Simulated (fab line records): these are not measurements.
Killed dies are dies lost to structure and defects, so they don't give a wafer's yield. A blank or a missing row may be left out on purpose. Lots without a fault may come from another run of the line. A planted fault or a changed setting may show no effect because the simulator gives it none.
fab line records ; flow nand-harc
[record] lots = 6; wafers = 18; last-day = 33
route steps=1302 shown A_CONTACT@1040 END@1302
lots that met no fault: from a run of the same line without faults
start-h: hours from the record's first day to the start of the lot's first wafer shown ; wait-h: time in hours since the lot's previous step ; " repeats the value in the row above ; L1.1+2: a single row standing in for several wafers ; - either no value or no given start ; * or withheld: withheld ; < > ~ a bound
route shown NAME@n: NAME is a module with steps in the file, n the number in the route of the first one ; usual: the fault-free wafers' mean and standard deviation ; same: alike in all rows ; chamber/n: place in a boat ; sites: the reading at each site ; _std_site: standard deviation across them ; _edge_site: outer sites' mean less inner sites' ; radius-mm: for every site, how far away it sits from the centre of the wafer ; mask NAME#n: copy n ; behind: tool/chamber where the wafer was last shaped ; hold: why the lot was held/for how many hours/how that ended ; device: the transistor (n, p or np) that didn't switch ; end of line: the route-end tests of the same wafers ; where a step has no rows: the recipe by itself ; killed: at the first sort, the dies lost to defects and structure; wafer yield is something else ; map: shows each die of a wafer: x if killed, . if not, _ if none is there
set.NAME: the setting that was run; set.NAME@STEP: the one run at that earlier step ; model.NAME: the simulator's own value behind a step, which no gauge read
lots at some steps of the route; a table a step, a row a wafer
services: the hour from which a tool's chamber was out of use, counted from the record's first day as start-h (under 0 if before that day), plus the number of hours and why
[[steps]]
[step NHARC_A_CONTACT_OVL_MEAS_70]
[usual] overlay-x-nm = -0.2/0.99; overlay-y-nm = -0.5/0.88
lot.wafer;tool;chamber;start-h;wait-h;overlay-x-nm;overlay-y-nm
L747.1;overlay-02;-;584.31;-;-0.2;-0.4
L747.2;overlay-02;-;584.31;-;-0.4;-0.7
L747.5;overlay-02;-;584.31;-;0.1;-0.2
L749.2;overlay-02;-;597.11;-;-0.5;-0.7
L749.5;overlay-02;-;597.11;-;-0.5;-0.2
L749.6;overlay-02;-;597.11;-;-0.8;-0.7
L748.2;overlay-01;-;598.79;-;-0.3;-1.1
L748.3;overlay-01;-;598.79;-;-0.7;-1.5
L748.4;overlay-01;-;598.79;-;0.3;-0.8
L757.3;overlay-01;-;690.78;-;1.4;0.5
L757.4;overlay-01;-;690.78;-;0.6;-0.2
L757.6;overlay-01;-;690.78;-;0.7;-0.4
L760.1;overlay-01;-;713.98;-;0.6;0.4
L760.3;overlay-01;-;713.98;-;1.0;0.0
L760.5;overlay-01;-;713.98;-;1.2;0.5
L761.1;overlay-01;-;718.33;-;0.5;-1.2
L761.3;overlay-01;-;718.33;-;0.6;-0.6
L761.5;overlay-01;-;718.33;-;0.2;-1.2
[step NHARC_A_CONTACT_INSPECT_71]
[usual] raw-defect-count = 80/34
lot.wafer;tool;chamber;start-h;wait-h;raw-defect-count
L747.1;defect-inspect-01;-;584.35;0.0;72
L747.2;defect-inspect-01;-;584.35;0.0;76
L747.5;defect-inspect-01;-;584.35;0.0;68
L749.2;defect-inspect-02;-;597.14;0.0;79
L749.5;defect-inspect-02;-;597.14;0.0;84
L749.6;defect-inspect-02;-;597.14;0.0;86
L748.2;defect-inspect-01;-;598.83;0.0;85
L748.3;defect-inspect-01;-;598.83;0.0;87
L748.4;defect-inspect-01;-;598.83;0.0;86
L757.3;defect-inspect-02;-;690.81;0.0;133
L757.4;defect-inspect-02;-;690.81;0.0;125
L757.6;defect-inspect-02;-;690.81;0.0;114
L760.1;defect-inspect-01;-;714.02;0.0;60
L760.3;defect-inspect-01;-;714.02;0.0;61
L760.5;defect-inspect-01;-;714.02;0.0;51
L761.1;defect-inspect-01;-;718.37;0.0;15
L761.3;defect-inspect-01;-;718.37;0.0;15
L761.5;defect-inspect-01;-;718.37;0.0;14
[step NHARC_A_CONTACT_DESCUM_74]
[recipe] time-s = 3; o2-flow-sccm = 200; ar-flow-sccm = 0; bias-power-w = 0; chemistry = O2
[usual] chamber-pressure-mTorr = 60.00/0.055; drypump-motor-current-A = 5.6/0.38; oes-product-au = 1.001/0.0068; rf-vpp-V = 57.7/0.9; showerhead-plenum-p-Torr = 1.90/0.083; throttle-valve-pct = 11.310/0.0093
[same] bias-power-w = 0
lot.wafer;tool;chamber;start-h;wait-h;chamber-pressure-mTorr;drypump-motor-current-A;oes-product-au;rf-hours-counter-h;rf-vpp-V;showerhead-plenum-p-Torr;throttle-valve-pct
L747.1;rie-diel-07;2;584.41;0.1;59.98;5.3;0.998;17;58.4;1.92;11.317
L747.2;rie-diel-07;0;584.41;0.1;59.96;5.8;1.000;15;55.8;1.82;11.316
L747.5;rie-diel-07;3;584.41;0.1;60.00;5.3;1.002;-;58.2;1.90;11.298
L749.2;rie-diel-07;1;597.22;0.1;59.98;5.4;1.002;17;58.4;1.85;11.316
L749.6;rie-diel-07;3;597.22;0.1;60.09;5.3;1.011;-;58.6;1.90;11.306
L749.5;rie-diel-07;0;597.22;0.1;59.94;5.9;1.003;-;59.8;1.82;11.303
L748.3;rie-diel-04;0;598.90;0.1;59.98;5.4;0.988;23;57.3;1.85;11.293
L748.2;rie-diel-04;1;598.90;0.1;60.07;5.8;0.986;22;58.5;1.94;11.302
L748.4;rie-diel-04;3;598.90;0.1;59.93;6.3;1.009;-;58.5;2.05;11.318
L757.4;rie-diel-07;1;690.87;0.1;60.01;5.4;1.000;4;58.4;1.85;11.299
L757.3;rie-diel-07;0;690.87;0.1;59.95;5.8;1.011;4;57.7;1.82;11.318
L757.6;rie-diel-07;2;690.87;0.1;59.92;5.3;1.005;-;58.4;1.91;11.322
L760.1;rie-diel-01;2;714.10;0.1;60.02;5.5;0.997;43;58.9;1.92;11.299
L760.3;rie-diel-01;0;714.10;0.1;60.06;5.8;1.003;-;58.1;2.06;11.311
L760.5;rie-diel-01;0;714.10;0.1;60.01;5.8;0.985;-;57.7;2.06;11.312
L761.3;rie-diel-07;1;718.44;0.1;59.94;5.4;1.014;8;57.4;1.85;11.317
L761.1;rie-diel-07;2;718.44;0.1;59.96;5.3;1.003;8;57.6;1.91;11.292
L761.5;rie-diel-07;0;718.44;0.1;59.89;5.8;1.005;-;56.8;1.81;11.332
[step NHARC_A_CONTACT_ETCH_75]
[recipe] target-depth-a = 390; over-etch-frac = 0.3; time-s = 65; ion-energy-ev = 80; cf4-flow-sccm = 150; ar-flow-sccm = 0; rf-w = 300; bias-w = 100; chemistry = CF4
[step NHARC_A_CONTACT_ETCH_76]
[recipe] target-depth-a = 2600; over-etch-frac = 0.3; time-s = 475.3; ion-energy-ev = 200; n2-flow-sccm = 150; h2-flow-sccm = 150; ar-flow-sccm = 0; rf-w = 400; bias-w = 150; chemistry = N2/H2
[usual] bias-w = 149.9/0.44; chamber-pressure-mTorr = 29.999/0.027; drypump-motor-current-A = 5.6/0.35; oes-product-au = 1.000/0.0075; rf-vpp-V = 430.1/2.7; showerhead-plenum-p-Torr = 2.02/0.09; throttle-valve-pct = 14.171/0.0088
lot.wafer;tool;chamber;start-h;wait-h;bias-w;chamber-pressure-mTorr;drypump-motor-current-A;oes-product-au;rf-hours-counter-h;rf-vpp-V;showerhead-plenum-p-Torr;throttle-valve-pct
L747.2;rie-diel-07;0;-;-;149.5;29.960;5.8;0.996;15;427.7;1.94;14.173
L747.1;rie-diel-07;2;-;-;150.1;30.022;5.3;0.991;17;431.0;2.04;14.151
L747.5;rie-diel-07;1;-;-;149.7;29.960;5.3;1.000;-;428.8;1.97;14.175
L749.2;rie-diel-07;1;-;-;149.3;30.000;5.4;1.002;17;427.6;1.97;14.176
L749.6;rie-diel-07;0;-;-;150.4;30.022;5.8;1.000;-;427.6;1.94;14.187
L749.5;rie-diel-07;1;-;-;149.3;30.021;5.4;1.007;-;428.1;1.97;14.175
L748.3;rie-diel-04;0;-;-;149.6;29.984;5.4;0.991;23;429.8;1.98;14.160
L748.2;rie-diel-04;1;-;-;149.9;30.006;5.8;0.989;22;431.1;2.07;14.165
L748.4;rie-diel-04;1;-;-;149.5;29.991;5.8;0.996;-;429.9;2.07;14.171
L757.4;rie-diel-07;0;-;-;150.3;29.986;5.8;0.999;4;428.1;1.93;14.167
L757.3;rie-diel-07;1;-;-;150.6;30.012;5.4;1.005;4;430.1;1.97;14.188
L757.6;rie-diel-07;3;-;-;150.2;29.979;5.3;1.001;-;430.1;2.02;14.174
L760.1;rie-diel-01;0;714.55;0.3;149.9;29.939;5.8;1.001;44;435.1;2.20;14.186
L760.3;rie-diel-01;2;714.55;0.3;150.1;29.958;5.5;0.996;-;432.5;2.05;14.172
L760.5;rie-diel-01;2;714.55;0.3;149.4;30.008;5.5;0.991;-;431.2;2.05;14.165
L761.1;rie-diel-07;3;-;-;150.9;29.964;5.3;0.996;10;429.2;2.02;14.181
L761.3;rie-diel-07;0;-;-;150.2;29.987;5.9;0.999;10;426.5;1.93;14.168
L761.5;rie-diel-07;3;-;-;150.6;30.013;5.3;0.997;-;429.8;2.01;14.161
[step NHARC_A_CONTACT_ETCH_77]
[recipe] target-depth-a = 1089; time-s = 54.5; cf4-flow-sccm = 100; chf3-flow-sccm = 30; ar-flow-sccm = 0; rf-w = 500; bias-w = 200; chemistry = CF4/CHF3
[usual] bias-w = 200.0/0.6; cf4-flow-sccm = 100.0/0.31; chamber-pressure-mTorr = 25.002/0.025; drypump-motor-current-A = 5.6/0.37; oes-product-au = 0.937/0.021; rf-vpp-V = 370.3/2.4; showerhead-plenum-p-Torr = 1.56/0.063; throttle-valve-pct = 16.803/0.0095
lot.wafer;tool;chamber;start-h;wait-h;bias-w;cf4-flow-sccm;chamber-pressure-mTorr;drypump-motor-current-A;oes-product-au;rf-hours-counter-h;rf-vpp-V;showerhead-plenum-p-Torr;throttle-valve-pct
L747.1;rie-diel-07;2;-;-;199.5;100.3;25.007;5.3;0.927;17;371.9;1.58;16.795
L747.2;rie-diel-07;3;-;-;199.9;100.2;25.004;5.3;0.929;17;370.1;1.56;16.786
L747.5;rie-diel-07;0;-;-;200.2;99.6;25.003;5.8;0.941;-;367.8;1.50;16.801
L749.2;rie-diel-07;3;-;-;200.1;100.3;24.991;5.3;0.937;21;369.9;1.56;16.801
L749.5;rie-diel-07;1;-;-;199.2;99.7;24.997;5.3;0.918;-;369.3;1.53;16.806
L749.6;rie-diel-07;2;-;-;199.8;100.1;24.987;5.3;0.920;-;369.9;1.58;16.795
L748.3;rie-diel-04;3;-;-;200.4;100.4;25.051;6.3;0.929;25;374.8;1.68;16.803
L748.2;rie-diel-04;0;-;-;200.2;99.8;24.987;5.4;0.910;23;371.3;1.53;16.809
L748.4;rie-diel-04;3;-;-;200.2;99.9;25.007;6.3;0.926;-;373.7;1.68;16.808
L757.3;rie-diel-07;2;-;-;201.1;100.0;25.012;5.3;0.961;4;370.4;1.57;16.819
L757.4;rie-diel-07;0;-;-;199.0;99.8;24.984;5.8;0.992;4;367.1;1.50;16.798
L757.6;rie-diel-07;1;-;-;199.4;100.3;24.961;5.3;0.964;-;369.0;1.52;16.794
L760.1;rie-diel-01;0;715.74;1.1;199.5;99.5;24.988;5.8;0.925;44;374.9;1.69;16.808
L760.3;rie-diel-01;1;715.74;1.1;199.3;99.9;25.017;5.2;0.925;34;366.8;1.46;16.805
L760.5;rie-diel-01;1;715.74;1.1;199.6;100.3;25.018;5.2;0.928;-;365.5;1.46;16.812
L761.3;rie-diel-07;3;-;-;200.5;99.6;25.043;5.3;0.920;10;368.2;1.56;16.799
L761.1;rie-diel-07;0;-;-;199.5;100.3;24.994;5.9;0.930;10;369.0;1.50;16.795
L761.5;rie-diel-07;1;-;-;200.6;100.2;24.995;5.4;0.932;-;369.7;1.52;16.809
[step NHARC_A_CONTACT_ETCH_78]
[recipe] target-depth-a = 53000; over-etch-frac = 0.3; time-s = 1378; ion-energy-ev = 150; o2-flow-sccm = 400; cos-flow-sccm = 20; ar-flow-sccm = 0; rf-w = 500; bias-w = 300; chemistry = O2/COS
[step NHARC_A_CONTACT_ETCH_124]
[recipe] source-w = withheld; pressure-mtorr = 20; bias-v = withheld; time-s = 140; target-depth-a = 7000; ar-flow-sccm = withheld; c4f8-flow-sccm = withheld; o2-flow-sccm = withheld; chemistry = C4F8/O2/Ar
[step NHARC_A_CONTACT_ETCH_125]
[recipe] source-w = withheld; pressure-mtorr = 20; bias-v = 3000; time-s = 197; target-depth-a = 19180; ar-flow-sccm = withheld; c4f8-flow-sccm = withheld; o2-flow-sccm = withheld; chemistry = C4F8/O2/Ar
[step NHARC_A_CONTACT_ETCH_126]
[recipe] source-w = withheld; pressure-mtorr = 20; bias-v = 3000; time-s = 197; target-depth-a = 19180; ar-flow-sccm = withheld; c4f8-flow-sccm = withheld; o2-flow-sccm = withheld; chemistry = C4F8/O2/Ar
[step NHARC_A_CONTACT_ETCH_127]
[recipe] source-w = withheld; pressure-mtorr = 20; bias-v = 3000; time-s = 197; target-depth-a = 19180; ar-flow-sccm = withheld; c4f8-flow-sccm = withheld; o2-flow-sccm = withheld; chemistry = C4F8/O2/Ar
[usual] chamber-pressure-mTorr = 19.999/0.017; oes-air-line-au = 1.001/0.021
lot.wafer;tool;chamber;start-h;wait-h;chamber-pressure-mTorr;oes-air-line-au;rf-hours-counter-h
L747.1;har-cap-etch-02;1;586.51;0.1;19.992;0.999;102
L747.2;har-cap-etch-02;0;586.51;0.1;19.986;1.027;102
L747.5;har-cap-etch-02;1;586.51;0.1;19.999;0.971;-
L749.2;har-cap-etch-01;0;599.33;0.1;20.008;0.959;15
L749.6;har-cap-etch-01;1;599.33;0.1;19.996;0.948;-
L749.5;har-cap-etch-01;0;599.33;0.1;19.969;0.973;-
L748.2;har-cap-etch-03;1;601.28;0.1;20.018;0.993;64
L748.3;har-cap-etch-03;1;601.28;0.1;19.960;1.013;-
L748.4;har-cap-etch-03;0;601.28;0.1;19.981;1.018;-
L757.4;har-cap-etch-01;1;693.04;0.1;20.014;1.021;-
L757.3;har-cap-etch-01;0;693.04;0.1;20.026;1.027;-
L757.6;har-cap-etch-01;1;693.04;0.1;20.019;1.022;-
L760.1;har-cap-etch-03;0;717.68;0.1;20.009;1.019;85
L760.3;har-cap-etch-03;1;717.68;0.1;19.976;0.998;-
L760.5;har-cap-etch-03;1;717.68;0.1;20.020;0.968;-
L761.1;har-cap-etch-01;0;720.52;0.1;20.000;1.012;36
L761.3;har-cap-etch-01;0;720.52;0.1;19.983;1.025;-
L761.5;har-cap-etch-01;0;720.52;0.1;20.010;1.007;-
[step NHARC_A_CONTACT_ETCH_128]
[recipe] source-w = withheld; pressure-mtorr = 20; bias-v = 3000; time-s = 197; target-depth-a = 19180; ar-flow-sccm = withheld; c4f8-flow-sccm = withheld; o2-flow-sccm = withheld; chemistry = C4F8/O2/Ar
[usual] chamber-pressure-mTorr = 20.001/0.02; oes-air-line-au = 0.999/0.02
lot.wafer;tool;chamber;start-h;wait-h;chamber-pressure-mTorr;oes-air-line-au;rf-hours-counter-h
L747.1;har-cap-etch-02;1;586.69;0.1;19.984;0.994;102
L747.2;har-cap-etch-02;0;586.69;0.1;19.992;1.008;102
L747.5;har-cap-etch-02;1;586.69;0.1;20.037;1.028;-
L749.2;har-cap-etch-01;0;599.51;0.1;19.978;1.015;15
L749.6;har-cap-etch-01;1;599.51;0.1;19.995;1.038;-
L749.5;har-cap-etch-01;0;599.51;0.1;19.982;1.011;-
L748.2;har-cap-etch-03;1;601.45;0.1;19.940;1.011;64
L748.3;har-cap-etch-03;1;601.45;0.1;20.004;1.011;-
L748.4;har-cap-etch-03;0;601.45;0.1;19.992;1.017;-
L757.4;har-cap-etch-01;1;693.21;0.1;20.027;1.003;-
L757.3;har-cap-etch-01;0;693.21;0.1;20.032;0.972;-
L757.6;har-cap-etch-01;1;693.21;0.1;20.027;0.989;-
L760.1;har-cap-etch-03;0;717.86;0.1;19.999;1.023;86
L760.3;har-cap-etch-03;1;717.86;0.1;19.990;1.009;-
L760.5;har-cap-etch-03;1;717.86;0.1;19.980;0.972;-
L761.1;har-cap-etch-01;0;720.69;0.1;20.029;0.991;36
L761.3;har-cap-etch-01;0;720.69;0.1;20.015;0.992;-
L761.5;har-cap-etch-01;0;720.69;0.1;20.032;0.979;-
[step NHARC_A_CONTACT_ETCH_129]
[recipe] source-w = withheld; pressure-mtorr = 20; bias-v = 3000; time-s = 197; target-depth-a = 19180; ar-flow-sccm = withheld; c4f8-flow-sccm = withheld; o2-flow-sccm = withheld; chemistry = C4F8/O2/Ar
[usual] chamber-pressure-mTorr = 20.000/0.019; oes-air-line-au = 1.000/0.021
lot.wafer;tool;chamber;start-h;wait-h;chamber-pressure-mTorr;oes-air-line-au;rf-hours-counter-h
L747.1;har-cap-etch-02;1;586.87;0.1;19.999;0.999;102
L747.2;har-cap-etch-02;0;586.87;0.1;20.021;1.038;102
L747.5;har-cap-etch-02;1;586.87;0.1;20.003;1.042;-
L749.2;har-cap-etch-01;0;599.69;0.1;-;-;-
L749.6;har-cap-etch-01;1;599.69;0.1;-;-;-
L749.5;har-cap-etch-01;0;599.69;0.1;-;-;-
L748.2;har-cap-etch-03;1;601.63;0.1;-;-;-
L748.3;har-cap-etch-03;1;601.63;0.1;-;-;-
L748.4;har-cap-etch-03;0;601.63;0.1;-;-;-
L757.4;har-cap-etch-01;1;693.39;0.1;20.004;1.017;-
L757.3;har-cap-etch-01;0;693.39;0.1;19.937;0.980;-
L757.6;har-cap-etch-01;1;693.39;0.1;20.002;1.012;-
L760.1;har-cap-etch-03;0;718.03;0.1;19.994;1.021;86
L760.3;har-cap-etch-03;1;718.03;0.1;20.033;1.021;-
L760.5;har-cap-etch-03;1;718.03;0.1;20.023;1.029;-
L761.1;har-cap-etch-01;0;720.87;0.1;19.959;1.011;36
L761.3;har-cap-etch-01;0;720.87;0.1;20.016;0.988;-
L761.5;har-cap-etch-01;0;720.87;0.1;20.002;1.022;-
[step NHARC_A_CONTACT_ETCH_130]
[recipe] source-w = withheld; pressure-mtorr = 20; bias-v = 3000; time-s = 197; target-depth-a = 19180; ar-flow-sccm = withheld; c4f8-flow-sccm = withheld; o2-flow-sccm = withheld; chemistry = C4F8/O2/Ar
[step NHARC_END_SORT_01]
[recipe] temp-c = 25
[usual] killed-at-array = 56/20; killed-at-other = 1/1.3; killed-at-periphery = 3.5/2.7; killed-dies = 60/20; killed-open = 3.3/1.6; killed-short = 2.4/1.5
[same] gross-dies = 677
lot.wafer;tool;chamber;start-h;wait-h;killed-at-array;killed-at-other;killed-at-periphery;killed-dies;killed-open;killed-short
L749.2;prober-01;0;656.01;2.8;674;1;2;677;2;2
L749.5;prober-01;0;658.45;3.7;672;2;3;677;1;5
L749.6;prober-01;0;659.26;4.1;675;0;2;677;2;1
L748.2;prober-02;0;656.07;2.8;671;4;2;677;4;1
L748.3;prober-02;0;656.87;3.1;675;1;1;677;2;3
L748.4;prober-02;0;657.68;3.4;675;0;2;677;4;2
// killed by level:class
L749.2 A_CONTACT:area-etch=623 A_CHANNEL_HOLE_D2:chamber-film-flake=23 A_CHANNEL_HOLE_D1:chamber-film-flake=16 A_STAIRCASE:chamber-film-flake=3 A_CONTACT:chamber-film-flake=3 P_STI:chamber-film-flake=2 A_SOURCE_PLATE:geometric-particle:short=1 A_ONON_D2:geometric-particle:open=1
L748.2 A_CONTACT:area-etch=615 A_SLIT:chamber-film-flake=35 A_CHANNEL_HOLE_D1:chamber-film-flake=6 THIN_TSV:chamber-film-flake=4 A_M0:geometric-particle:open=3 A_CHANNEL_HOLE_D2:chamber-film-flake=3 P_GATE:chamber-film-flake=2 A_CHANNEL_FILL_D1:chamber-film-flake=2
L748.3 A_CONTACT:area-etch=624 A_SLIT:chamber-film-flake=28 A_CHANNEL_HOLE_D1:chamber-film-flake=6 A_STAIRCASE:chamber-film-flake=4 A_CHANNEL_HOLE_D2:chamber-film-flake=3 A_CHANNEL_HOLE_D2:unspecified=2 A_BLC:chamber-film-flake=2 P_CONTACT:geometric-particle:open=1
L748.4 A_CONTACT:area-etch=616 A_SLIT:chamber-film-flake=34 A_CHANNEL_HOLE_D2:chamber-film-flake=7 A_ZERO_WELL:chamber-film-flake=3 A_CHANNEL_HOLE_D1:chamber-film-flake=3 A_STAIRCASE:chamber-film-flake=3 P_M0:geometric-particle:open=2 A_M1:chamber-film-flake=2
L749.5 A_CONTACT:area-etch=624 A_CHANNEL_HOLE_D2:chamber-film-flake=20 A_CHANNEL_HOLE_D1:chamber-film-flake=19 A_SGD_CUT:geometric-particle:short=2 A_STAIRCASE:chamber-film-flake=2 THIN_TSV:chamber-film-flake=2 P_M1:geometric-particle:short=1 A_CHANNEL_HOLE_D1:geometric-particle:open=1
L749.6 A_CONTACT:area-etch=615 A_CHANNEL_HOLE_D1:chamber-film-flake=33 A_CHANNEL_HOLE_D2:chamber-film-flake=21 A_STAIRCASE:chamber-film-flake=3 P_GATE:geometric-particle:open=1 A_ONON_D1:geometric-particle:short=1 A_M0:geometric-particle:open=1 P_STI:chamber-film-flake=1
// map L748.2 (x killed, . not)
____________x____________
_________xxxxxxx_________
_______xxxxxxxxxxx_______
______xxxxxxxxxxxxx______
_____xxxxxxxxxxxxxxx_____
____xxxxxxxxxxxxxxxxx____
____xxxxxxxxxxxxxxxxx____
___xxxxxxxxxxxxxxxxxxx___
___xxxxxxxxxxxxxxxxxxx___
__xxxxxxxxxxxxxxxxxxxxx__
__xxxxxxxxxxxxxxxxxxxxx__
_xxxxxxxxxxxxxxxxxxxxxxx_
_xxxxxxxxxxxxxxxxxxxxxxx_
_xxxxxxxxxxxxxxxxxxxxxxx_
_xxxxxxxxxxxxxxxxxxxxxxx_
_xxxxxxxxxxxxxxxxxxxxxxx_
xxxxxxxxxxxxxxxxxxxxxxxxx
xxxxxxxxxxxxxxxxxxxxxxxxx
xxxxxxxxxxxxxxxxxxxxxxxxx
xxxxxxxxxxxxxxxxxxxxxxxxx
xxxxxxxxxxxxxxxxxxxxxxxxx
_xxxxxxxxxxxxxxxxxxxxxxx_
_xxxxxxxxxxxxxxxxxxxxxxx_
_xxxxxxxxxxxxxxxxxxxxxxx_
_xxxxxxxxxxxxxxxxxxxxxxx_
_xxxxxxxxxxxxxxxxxxxxxxx_
__xxxxxxxxxxxxxxxxxxxxx__
__xxxxxxxxxxxxxxxxxxxxx__
___xxxxxxxxxxxxxxxxxxx___
___xxxxxxxxxxxxxxxxxxx___
____xxxxxxxxxxxxxxxxx____
____xxxxxxxxxxxxxxxxx____
_____xxxxxxxxxxxxxxx_____
______xxxxxxxxxxxxx______
_______xxxxxxxxxxx_______
_________xxxxxxx_________
____________x____________
// map L749.2 (x killed, . not)
____________x____________
_________xxxxxxx_________
_______xxxxxxxxxxx_______
______xxxxxxxxxxxxx______
_____xxxxxxxxxxxxxxx_____
____xxxxxxxxxxxxxxxxx____
____xxxxxxxxxxxxxxxxx____
___xxxxxxxxxxxxxxxxxxx___
___xxxxxxxxxxxxxxxxxxx___
__xxxxxxxxxxxxxxxxxxxxx__
__xxxxxxxxxxxxxxxxxxxxx__
_xxxxxxxxxxxxxxxxxxxxxxx_
_xxxxxxxxxxxxxxxxxxxxxxx_
_xxxxxxxxxxxxxxxxxxxxxxx_
_xxxxxxxxxxxxxxxxxxxxxxx_
_xxxxxxxxxxxxxxxxxxxxxxx_
xxxxxxxxxxxxxxxxxxxxxxxxx
xxxxxxxxxxxxxxxxxxxxxxxxx
xxxxxxxxxxxxxxxxxxxxxxxxx
xxxxxxxxxxxxxxxxxxxxxxxxx
xxxxxxxxxxxxxxxxxxxxxxxxx
_xxxxxxxxxxxxxxxxxxxxxxx_
_xxxxxxxxxxxxxxxxxxxxxxx_
_xxxxxxxxxxxxxxxxxxxxxxx_
_xxxxxxxxxxxxxxxxxxxxxxx_
_xxxxxxxxxxxxxxxxxxxxxxx_
__xxxxxxxxxxxxxxxxxxxxx__
__xxxxxxxxxxxxxxxxxxxxx__
___xxxxxxxxxxxxxxxxxxx___
___xxxxxxxxxxxxxxxxxxx___
____xxxxxxxxxxxxxxxxx____
____xxxxxxxxxxxxxxxxx____
_____xxxxxxxxxxxxxxx_____
______xxxxxxxxxxxxx______
_______xxxxxxxxxxx_______
_________xxxxxxx_________
____________x____________
[[services]]
tool;chamber;start-h;hours;kind
rie-diel-04;2;567.01;34.5;repair
rie-diel-07;0;578.32;-;clean
rie-diel-07;1;578.32;-;clean
rie-diel-07;2;578.32;-;clean
rie-diel-07;3;578.32;-;clean
rie-diel-07;0;602.82;-;clean
rie-diel-07;1;602.82;-;clean
rie-diel-07;2;602.82;-;clean
rie-diel-07;3;602.82;-;clean
rie-diel-07;0;627.32;-;clean
rie-diel-07;1;627.32;-;clean
rie-diel-07;2;627.32;-;clean
rie-diel-07;3;627.32;-;clean
rie-diel-04;3;630.97;5.3;repair
rie-diel-07;3;631.26;12.1;repair
rie-diel-07;-;648.29;9.0;pm
rie-diel-07;0;648.29;9.0;vent-cycle
rie-diel-07;1;648.29;9.0;vent-cycle
rie-diel-07;2;648.29;9.0;vent-cycle
rie-diel-01;0;649.19;9.2;repair
rie-diel-01;2;669.02;1.4;repair
rie-diel-01;3;684.43;65.4;repair
rie-diel-01;1;694.54;20.5;repair
rie-diel-04;-;710.34;9.0;pm
[[key]]
[first-sign] step = NHARC_A_CONTACT_ETCH_129; reading = tool-record; direction = missing
[effect] step = NHARC_END_SORT_01; reading = killed-at-array; direction = up; sigmas = 31; usual = 56; struck = 674
[more-kills-born-at] NHARC_A_CONTACT_ETCH_129@har-cap-etch-01 = 1862; NHARC_A_CONTACT_ETCH_129@har-cap-etch-03 = 1855
met-at NHARC_A_CONTACT_ETCH_129
struck-wafers L748.2,L748.3,L748.4,L749.2,L749.5,L749.6
later-rows-left-out L748.2,L748.3,L748.4,L749.2,L749.5,L749.6
tester-left-out L748,L749
[fault] kind = skipped-step-whole; tool = har-cap-etch-01,har-cap-etch-03; chamber = -; onset-h = 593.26; steps = NHARC_A_CONTACT_ETCH_129; scope = struck-lots-only
// tester-left-out: of these lots the tester's yield and bins aren't shown, on N5 and GAA mostly nor the transistor test; their killed dies are dies lost to structure and defects alone, not to doping, threshold or leakage, so they don't give the yield
// later-rows-left-out: the simulator's readings of these wafers behind a module that went badly wrong aren't trusted and aren't shown, but for the sort
